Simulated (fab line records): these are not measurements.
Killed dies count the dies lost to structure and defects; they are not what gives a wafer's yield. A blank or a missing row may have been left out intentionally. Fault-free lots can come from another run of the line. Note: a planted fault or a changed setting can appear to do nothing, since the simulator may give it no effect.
Chamber matching / flow nandHarc / rieDiel-04 running NHARC_A_CONTACT_DESCUM_74: 4 sister chambers
The step chemistry O2, time 3 s. 16 wafers are shown with their chamber, then 8 later ones without.

WAFERS WITH THEIR CHAMBER
wafer=L075.2; chamber=0; showerheadPlenumPTorr (Torr)=2.06; oesProductAu (a.u.)=0.997; rfVppV (V)=57.7
wafer=L075.4; chamber=3; showerheadPlenumPTorr (Torr)=1.92; oesProductAu (a.u.)=0.995; rfVppV (V)=57.7
wafer=L075.5; chamber=0; showerheadPlenumPTorr (Torr)=2.06; oesProductAu (a.u.)=1.005; rfVppV (V)=57.7
wafer=L080.3; chamber=0; showerheadPlenumPTorr (Torr)=2.06; oesProductAu (a.u.)=0.991; rfVppV (V)=57.2
wafer=L080.5; chamber=0; showerheadPlenumPTorr (Torr)=2.06; oesProductAu (a.u.)=1.002; rfVppV (V)=57.8
wafer=L080.6; chamber=1; showerheadPlenumPTorr (Torr)=1.88; oesProductAu (a.u.)=1.014; rfVppV (V)=59.1
wafer=L082.3; chamber=2; showerheadPlenumPTorr (Torr)=1.78; oesProductAu (a.u.)=1.001; rfVppV (V)=56.9
wafer=L082.4; chamber=0; showerheadPlenumPTorr (Torr)=2.05; oesProductAu (a.u.)=0.996; rfVppV (V)=58.7
wafer=L082.5; chamber=0; showerheadPlenumPTorr (Torr)=2.05; oesProductAu (a.u.)=0.984; rfVppV (V)=57.8
wafer=L084.2; chamber=1; showerheadPlenumPTorr (Torr)=1.87; oesProductAu (a.u.)=1.021; rfVppV (V)=57.4
wafer=L084.4; chamber=0; showerheadPlenumPTorr (Torr)=2.05; oesProductAu (a.u.)=0.999; rfVppV (V)=59.0
wafer=L084.6; chamber=1; showerheadPlenumPTorr (Torr)=1.87; oesProductAu (a.u.)=1.002; rfVppV (V)=57.4
wafer=L093.3; chamber=3; showerheadPlenumPTorr (Torr)=1.90; oesProductAu (a.u.)=1.010; rfVppV (V)=58.3
wafer=L093.4; chamber=2; showerheadPlenumPTorr (Torr)=1.76; oesProductAu (a.u.)=1.006; rfVppV (V)=57.6
wafer=L093.5; chamber=1; showerheadPlenumPTorr (Torr)=1.86; oesProductAu (a.u.)=1.011; rfVppV (V)=58.2
wafer=L094.1; chamber=1; showerheadPlenumPTorr (Torr)=1.86; oesProductAu (a.u.)=1.011; rfVppV (V)=57.0

SIGNATURES (averages over the wafers above)
reading=showerheadPlenumPTorr; chamber 0=2.0557; chamber 1=1.8680; chamber 2=1.7700; chamber 3=1.9100; scatter within a chamber=0.00842
reading=oesProductAu; chamber 0=0.99629; chamber 1=1.01180; chamber 2=1.00350; chamber 3=1.00250; scatter within a chamber=0.00711
reading=rfVppV; chamber 0=57.986; chamber 1=57.820; chamber 2=57.250; chamber 3=58.000; scatter within a chamber=0.684
Rule: a wafer lies at a distance from a chamber equal to the root of the sum of squares, over the readings, of (its reading less the chamber's mean, divided by the reading's scatter). The wafer belongs to the nearest chamber; if the next one is less than 2 further off, it can't be placed. The scatter: take each reading less its chamber's mean, square it, sum over the shown wafers, divide by the number of wafers less the number of chambers, and take the root.

WAFERS MISSING THEIR CHAMBER
wafer=L094.2; showerheadPlenumPTorr (Torr)=1.76; oesProductAu (a.u.)=1.004; rfVppV (V)=58.6
wafer=L094.5; showerheadPlenumPTorr (Torr)=1.76; oesProductAu (a.u.)=1.001; rfVppV (V)=56.9
wafer=L095.2; showerheadPlenumPTorr (Torr)=1.86; oesProductAu (a.u.)=1.003; rfVppV (V)=58.1
wafer=L095.3; showerheadPlenumPTorr (Torr)=1.90; oesProductAu (a.u.)=1.001; rfVppV (V)=58.4
wafer=L095.5; showerheadPlenumPTorr (Torr)=1.76; oesProductAu (a.u.)=0.990; rfVppV (V)=57.0
wafer=L096.3; showerheadPlenumPTorr (Torr)=2.04; oesProductAu (a.u.)=0.988; rfVppV (V)=57.6
wafer=L096.5; showerheadPlenumPTorr (Torr)=1.90; oesProductAu (a.u.)=1.002; rfVppV (V)=57.3
wafer=L096.6; showerheadPlenumPTorr (Torr)=2.04; oesProductAu (a.u.)=0.987; rfVppV (V)=57.9

WHICH CHAMBER EACH ONE RAN IN
wafer=L094.2; from the rows above=2; in truth=2
wafer=L094.5; from the rows above=2; in truth=2
wafer=L095.2; from the rows above=1; in truth=1
wafer=L095.3; from the rows above=3; in truth=3
wafer=L095.5; from the rows above=2; in truth=2
wafer=L096.3; from the rows above=0; in truth=0
wafer=L096.5; from the rows above=3; in truth=3
wafer=L096.6; from the rows above=0; in truth=0
Correctly placed: 8 of 8. Not placeable from these rows: 0. Placed wrongly: 0.
